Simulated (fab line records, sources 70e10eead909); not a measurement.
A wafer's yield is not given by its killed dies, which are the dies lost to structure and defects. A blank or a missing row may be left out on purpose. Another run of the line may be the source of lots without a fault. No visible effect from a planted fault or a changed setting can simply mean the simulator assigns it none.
fab line records    flow nand-harc
record: lots: 14  wafers: 40  last-day: 24
route steps=1159 shown A_CONTACT@924
lots untouched by any fault: they come from a run of this same line in which no faults occurred
start-h: the number of hours between the record's first day and the start of the first shown wafer of the lot    wait-h: time in hours since the lot's previous step    " the same as in the row above    L1.1+2: a row that stands for several wafers    - either no value or no given start    * or withheld: withheld    < > ~ a bound
route shown NAME@n: names a module that has steps shown in the file, with the first one's number in the route    usual: average and standard deviation across the fault-free wafers    same: alike in all rows    chamber/n: place in a boat    sites: readings site by site    _std_site: standard deviation across them    _edge_site: mean of outer sites minus mean of inner sites    radius-mm: for every site, how far away it sits from the centre of the wafer    mask NAME#n: copy n    behind: tool/chamber where the wafer was last shaped    hold: why the lot went on hold/how many hours it stayed there/how the hold came to an end    device: which transistor (n, p or np) failed to switch    end of line: tests run on the same wafers once the route is complete    a step without rows: its recipe alone    killed: at the first sort, the dies lost to defects and structure; wafer yield is something else    map: dies across one wafer; x = killed, . = not, _ = none there
set.NAME: the setting as run; set.NAME@STEP: as run at that earlier step    model.NAME: the simulator's own value behind a step, which no gauge read
steps of the route over a sample of lots; a table a step, a row a wafer
services: from which hour (start-h, from the record's first day; less than 0 if before it) a tool's chamber was out of use, for how many hours, and why
== steps ==
step: NHARC_A_CONTACT_DEP_85
recipe: target-thk-a: 500  target-thk-nm: 50  temp-c: 400  pressure-torr: 3.5  flow-sccm: 200  rf-w: 350  material: SiON
usual: heater-power-w: 712/110
lot.wafer  tool      chamber  start-h  wait-h  heater-power-w
L585.3     pecvd-01  2        392.86   0.7     515
L585.1     "         1        "        "       836
L585.4     "         1        "        "       821
L583.1     pecvd-04  2        397.74   1.1     699
L583.2     "         1        "        "       587
L583.6     "         1        "        "       575
L581.2     pecvd-04  1        401.96   0.9     573
L581.1     "         2        "        "       814
L581.5     "         0        "        "       750
L584.3     pecvd-02  1        402.27   0.7     671
L584.2     "         0        "        "       740
L584.4     "         0        "        "       760
L590.1     pecvd-02  2        427.14   1.1     609
L590.2     "         0        "        "       690
L590.6     "         2        "        "       612
L589.1     pecvd-02  2        431.83   1.1     565
L589.2     "         0        "        "       725
L589.5     "         1        "        "       686
L591.3     pecvd-01  2        437.01   0.7     651
L591.1     "         1        "        "       846
L591.4     "         1        "        "       857
L596.2     pecvd-01  0        448.74   0.9     762
L596.6     "         1        "        "       773
L596.4     "         2        "        "       595
L594.2     pecvd-01  0        465.83   0.8     894
L594.4     "         0        "        "       890
L594.5     "         2        "        "       552
L593.3     pecvd-01  1        468.71   0.6     885
L593.1     "         2        "        "       511
L593.6     "         1        "        "       877
L595.2     pecvd-02  0        475.87   0.9     758
L595.1     "         2        "        "       535
L597.3     pecvd-01  0        478.57   0.6     854
L597.5     "         0        "        "       843
L597.6     "         1        "        "       873
L604.2     pecvd-02  2        510.37   0.9     580
L604.4     "         0        "        "       708
L604.6     "         1        "        "       647
L602.1     pecvd-02  1        512.71   1.1     687
L602.5     "         0        "        "       782
step: NHARC_A_CONTACT_DESCUM_13
recipe: time-s: 3  o2-flow-sccm: 200  ar-flow-sccm: 0  bias-power-w: 0  chemistry: O2
usual: drypump-motor-current-A: 5.87/0.26  oes-product-au: 1.002/0.0095  rf-vpp-V: 57.6/0.91  showerhead-plenum-p-Torr: 1.90/0.1  throttle-valve-pct: 11.310/0.0089
same: bias-power-w: 0
lot.wafer  tool         chamber  start-h  wait-h  drypump-motor-current-A  oes-product-au  rf-hours-counter-h  rf-vpp-V  showerhead-plenum-p-Torr  throttle-valve-pct
L585.1     rie-diel-07  2        393.77   0.1     5.95                     0.997           31                  58.1      1.81                      11.309
L585.3     "            3        "        "       5.72                     0.997           30                  57.7      1.82                      11.308
L585.4     "            0        "        "       5.92                     1.012           30                  57.3      1.94                      11.305
L583.1     rie-diel-07  2        398.65   0.1     5.92                     0.996           32                  56.8      1.81                      11.314
L583.2     "            3        "        "       5.72                     0.991           31                  57.7      1.82                      11.312
L583.6     "            2        "        "       5.93                     0.994           -                   57.7      1.81                      11.316
L581.2     rie-diel-07  0        402.85   0.1     5.97                     1.003           34                  57.5      1.94                      11.314
L581.1     "            1        "        "       5.64                     0.995           34                  57.5      2.04                      11.300
L581.5     "            0        "        "       5.97                     0.997           -                   57.7      1.94                      11.307
L584.2     rie-diel-07  3        403.37   0.3     5.70                     0.998           33                  57.2      1.81                      11.305
L584.4     "            0        "        "       5.92                     1.007           34                  58.5      1.94                      11.319
L584.3     "            2        "        "       5.95                     0.995           34                  55.5      1.81                      11.306
L590.1     rie-diel-01  3        428.05   0.1     5.22                     1.002           37                  56.3      1.77                      11.304
L590.2     "            1        "        "       5.84                     1.000           37                  56.4      1.84                      11.295
L590.6     "            0        "        "       6.07                     0.994           -                   57.0      1.95                      11.296
L589.2     rie-diel-07  3        432.76   0.1     5.71                     0.997           3                   58.3      1.81                      11.333
L589.1     "            0        "        "       6.00                     1.002           3                   58.3      1.94                      11.316
L589.5     "            2        "        "       5.96                     1.007           -                   56.8      1.81                      11.306
L591.1     rie-diel-07  1        437.92   0.1     5.65                     1.000           5                   57.1      2.04                      11.318
L591.4     "            2        "        "       5.94                     1.009           5                   57.7      1.81                      11.314
L591.3     "            3        "        "       5.72                     0.994           5                   57.5      1.81                      11.305
L596.2     rie-diel-07  3        449.65   0.1     5.71                     0.996           7                   57.9      1.81                      11.330
L596.4     "            3        "        "       5.70                     0.998           -                   56.8      1.81                      11.313
L596.6     "            2        "        "       5.92                     1.004           -                   56.0      1.81                      11.318
L594.2     rie-diel-07  2        466.63   0.1     5.92                     1.015           11                  57.7      1.81                      11.310
L594.4     "            0        "        "       5.92                     1.008           9                   56.4      1.94                      11.301
L594.5     "            2        "        "       5.94                     1.017           -                   57.2      1.81                      11.319
L593.3     rie-diel-01  3        469.62   0.1     5.24                     1.008           52                  56.5      1.76                      11.308
L593.1     "            2        "        "       6.18                     0.991           53                  57.9      1.81                      11.301
L593.6     "            3        "        "       5.26                     1.003           -                   57.3      1.76                      11.296
L595.1     rie-diel-07  0        476.67   0.1     5.90                     1.006           11                  58.4      1.94                      11.312
L595.2     "            3        "        "       5.72                     0.998           11                  56.1      1.81                      11.303
L597.3     rie-diel-07  3        479.50   0.1     5.76                     0.998           13                  58.1      1.81                      11.303
L597.5     "            1        "        "       5.68                     1.013           -                   58.2      2.04                      11.303
L597.6     "            2        "        "       5.92                     1.030           -                   58.0      1.81                      11.305
L604.2     rie-diel-07  3        511.31   0.1     5.73                     0.998           17                  58.0      1.81                      11.306
L604.4     "            1        "        "       5.64                     1.018           -                   58.4      2.04                      11.316
L604.6     "            3        "        "       5.72                     1.008           -                   56.9      1.81                      11.306
L602.1     rie-diel-03  3        513.51   0.1     6.16                     0.990           46                  59.5      1.87                      11.308
L602.5     "            2        "        "       6.28                     1.018           -                   56.9      2.06                      11.306
step: NHARC_A_CONTACT_ETCH_137
recipe: source-w: withheld  pressure-mtorr: 20  bias-v: 3000  time-s: 132  target-depth-a: 12870  ar-flow-sccm: withheld  c4f8-flow-sccm: withheld  o2-flow-sccm: withheld  chemistry: C4F8/O2/Ar
usual: run-length-s: 132/0
lot.wafer  tool             chamber  start-h  wait-h  rf-hours-counter-h  run-length-s
L585.1     har-cap-etch-01  0        395.30   0.1     60                  132
L585.3     "                0        "        "       -                   132
L585.4     "                1        "        "       -                   132
L583.2     har-cap-etch-03  0        400.30   0.1     88                  132
L583.1     "                1        "        "       88                  132
L583.6     "                0        "        "       -                   132
L581.1     har-cap-etch-03  1        404.33   0.1     89                  132
L581.2     "                0        "        "       89                  132
L581.5     "                1        "        "       -                   132
L584.2     har-cap-etch-02  0        405.20   0.1     17                  132
L584.3     "                0        "        "       -                   132
L584.4     "                1        "        "       -                   132
L590.1     har-cap-etch-02  0        429.94   0.1     19                  132
L590.2     "                1        "        "       19                  132
L590.6     "                1        "        "       -                   132
L589.1     har-cap-etch-02  0        434.60   0.1     20                  132
L589.2     "                1        "        "       20                  132
L589.5     "                1        "        "       -                   132
L591.1     har-cap-etch-03  0        439.88   0.1     95                  132
L591.3     "                0        "        "       -                   132
L591.4     "                1        "        "       -                   132
L596.2     har-cap-etch-02  0        451.34   0.1     23                  132
L596.4     "                0        "        "       -                   132
L596.6     "                1        "        "       -                   132
L594.2     har-cap-etch-03  1        468.12   0.1     99                  132
L594.4     "                1        "        "       -                   132
L594.5     "                1        "        "       -                   132
L593.1     har-cap-etch-03  0        471.16   0.1     100                 171.69
L593.3     "                0        "        "       -                   132
L593.6     "                0        "        "       -                   132
L595.1     har-cap-etch-03  0        478.29   0.1     102                 171.69
L595.2     "                1        "        "       102                 132
L597.3     har-cap-etch-01  1        481.05   0.1     -                   132
L597.6     "                0        "        "       -                   132
L597.5     "                1        "        "       -                   132
L604.2     har-cap-etch-01  1        512.91   0.1     82                  132
L604.4     "                0        "        "       -                   132
L604.6     "                0        "        "       -                   132
L602.1     har-cap-etch-03  1        515.14   0.1     109                 171.69
L602.5     "                0        "        "       -                   171.69
step: NHARC_A_CONTACT_ETCH_138
recipe: source-w: withheld  pressure-mtorr: 20  bias-v: 3000  time-s: 132  target-depth-a: 12890  ar-flow-sccm: withheld  c4f8-flow-sccm: withheld  o2-flow-sccm: withheld  chemistry: C4F8/O2/Ar
usual: run-length-s: 132/0
lot.wafer  tool             chamber  start-h  wait-h  rf-hours-counter-h  run-length-s
L585.1     har-cap-etch-01  0        395.42   0.1     60                  132
L585.3     "                0        "        "       -                   132
L585.4     "                1        "        "       -                   132
L583.2     har-cap-etch-03  0        400.42   0.1     88                  132
L583.1     "                1        "        "       88                  132
L583.6     "                0        "        "       -                   132
L581.1     har-cap-etch-03  1        404.45   0.1     89                  132
L581.2     "                0        "        "       89                  132
L581.5     "                1        "        "       -                   132
L584.2     har-cap-etch-02  0        405.36   0.1     17                  132
L584.3     "                0        "        "       -                   132
L584.4     "                1        "        "       -                   132
L590.1     har-cap-etch-02  0        430.07   0.1     19                  132
L590.2     "                1        "        "       19                  132
L590.6     "                1        "        "       -                   132
L589.1     har-cap-etch-02  0        434.73   0.1     20                  132
L589.2     "                1        "        "       20                  132
L589.5     "                1        "        "       -                   132
L591.1     har-cap-etch-03  0        440.00   0.1     95                  132
L591.3     "                0        "        "       -                   132
L591.4     "                1        "        "       -                   132
L596.2     har-cap-etch-02  0        451.46   0.1     23                  132
L596.4     "                0        "        "       -                   132
L596.6     "                1        "        "       -                   132
L594.2     har-cap-etch-03  1        468.25   0.1     99                  132
L594.4     "                1        "        "       -                   132
L594.5     "                1        "        "       -                   132
L593.1     har-cap-etch-03  0        -        -       100                 132
L593.3     "                0        "        "       -                   132
L593.6     "                0        "        "       -                   132
L595.1     har-cap-etch-03  0        -        -       102                 132
L595.2     "                1        "        "       102                 132
L597.3     har-cap-etch-01  1        481.18   0.1     -                   132
L597.6     "                0        "        "       -                   132
L597.5     "                1        "        "       -                   132
L604.2     har-cap-etch-01  1        513.04   0.1     82                  132
L604.4     "                0        "        "       -                   132
L604.6     "                0        "        "       -                   132
L602.1     har-cap-etch-03  1        -        -       109                 132
L602.5     "                0        "        "       -                   132
== services ==
tool             chamber  start-h  hours  kind
pecvd-04         -        376.00   13.0   pm
rie-diel-07      0        384.57   -      clean
rie-diel-07      1        384.57   -      clean
rie-diel-07      2        384.57   -      clean
rie-diel-07      3        384.57   -      clean
rie-diel-01      1        390.82   1.7    repair
rie-diel-03      3        392.04   7.1    repair
rie-diel-03      -        392.31   9.0    pm
rie-diel-07      3        403.93   -      consumable-replace:focus-ring
rie-diel-07      3        403.93   9.0    scheduled-down
rie-diel-07      3        403.93   9.0    vent-cycle
rie-diel-07      -        405.54   9.0    pm
rie-diel-07      0        405.54   9.0    vent-cycle
rie-diel-07      1        405.54   9.0    vent-cycle
pecvd-01         -        418.11   13.0   pm
rie-diel-07      1        443.78   15.8   repair
rie-diel-07      3        455.74   8.6    repair
rie-diel-03      2        456.52   8.6    repair
rie-diel-07      0        460.08   4.2    repair
rie-diel-01      0        480.72   6.3    repair
rie-diel-01      -        491.87   9.0    pm
rie-diel-07      0        496.93   32.6   repair
har-cap-etch-01  -        504.48   0.3    repair
pecvd-02         2        512.97   4.9    repair
== key ==
first-sign: step: NHARC_A_CONTACT_ETCH_137  reading: run-length-s  direction: up  sigmas: 99+  usual: *  struck: *
effect none on later readings
met-at NHARC_A_CONTACT_ETCH_137
struck-lots L593,L595,L602
struck-wafers L593.1,L595.1,L602.1,L602.5
sort-left-out L602.1,L602.5
tester-left-out L593,L595,L602
not-acting-at NHARC_A_CONTACT_DEP_85,NHARC_A_CONTACT_DESCUM_13,NHARC_A_CONTACT_ETCH_138
onset-between 468.12 471.16
fault: kind: process-parameter-drift  tool: har-cap-etch-03  chamber: -  onset-h: 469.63  steps: NHARC_A_CONTACT_ETCH_137  channel: time-s  offset: *  shape: step  end-h: 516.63  scope: struck-wafers-only  acts-in: *  stated: *
tester-left-out: of these lots the tester's yield and bins aren't shown, on N5 and GAA mostly nor the transistor test; their killed dies are dies lost to structure and defects alone, not to doping, threshold or leakage, so they don't give the yield
sort-left-out: the simulated sort isn't trusted on such a fault, so these wafers' sort isn't shown, and their yield isn't known
